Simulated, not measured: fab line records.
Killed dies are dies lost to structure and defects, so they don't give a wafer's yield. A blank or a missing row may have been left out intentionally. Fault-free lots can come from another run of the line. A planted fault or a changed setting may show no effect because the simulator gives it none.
Matching of chambers | flow n5_finfet | pecvd-04 running N5_BEOL_M9_DEP_56: 3 sister chambers
The step deposits SiCN from 3MS/NH3, target thk 15 nm, time 26.5 s. 3 wafers are shown with their chamber, then 10 later ones without.

== WAFERS WITH THEIR CHAMBER ==
wafer  | chamber | throttle_valve_pct (%)
L089.2 | 0       | 9.19
L091.1 | 2       | 8.62
L091.2 | 1       | 9.35

== WAFERS WHOSE CHAMBER IS MISSING ==
wafer  | throttle_valve_pct (%)
L091.4 | 9.18
L092.1 | 9.27
L092.3 | 9.59
L092.4 | 9.06
L093.1 | 8.83
L093.5 | 8.81
L093.6 | 9.56
L095.1 | 9.48
L095.2 | 8.95
L095.4 | 9.55

== THE CHAMBER EACH PASSED THROUGH ==
wafer  | from the rows above          | in truth
L091.4 | can't be placed: 0 or 1      | 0
L092.1 | can't be placed: 0 or 1      | 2
L092.3 | can't be placed: 1 or 0      | 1
L092.4 | can't be placed: 0 or 1 or 2 | 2
L093.1 | can't be placed: 2 or 0 or 1 | 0
L093.5 | can't be placed: 2 or 0 or 1 | 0
L093.6 | can't be placed: 1 or 0      | 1
L095.1 | can't be placed: 1 or 0      | 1
L095.2 | can't be placed: 0 or 2 or 1 | 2
L095.4 | can't be placed: 1 or 0      | 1
Placed correctly: 0 of 10. Not placeable from these rows: 10 (in 9, the candidates include the true chamber). Placed wrongly: 0.
How it was worked out, from the rows above alone: a wafer's distance from a chamber is the root of the sum, over the readings, of the square of ((its reading less the chamber's mean) divided by the reading's scatter). The wafer belongs to the nearest chamber; if the next one is less than 2 further off, it can't be placed. For every chamber, the mean is computed from those of its wafers that are shown. The scatter: with one shown wafer a chamber, the root of the mean of the squares of how far each hidden wafer lies from its nearest shown one.
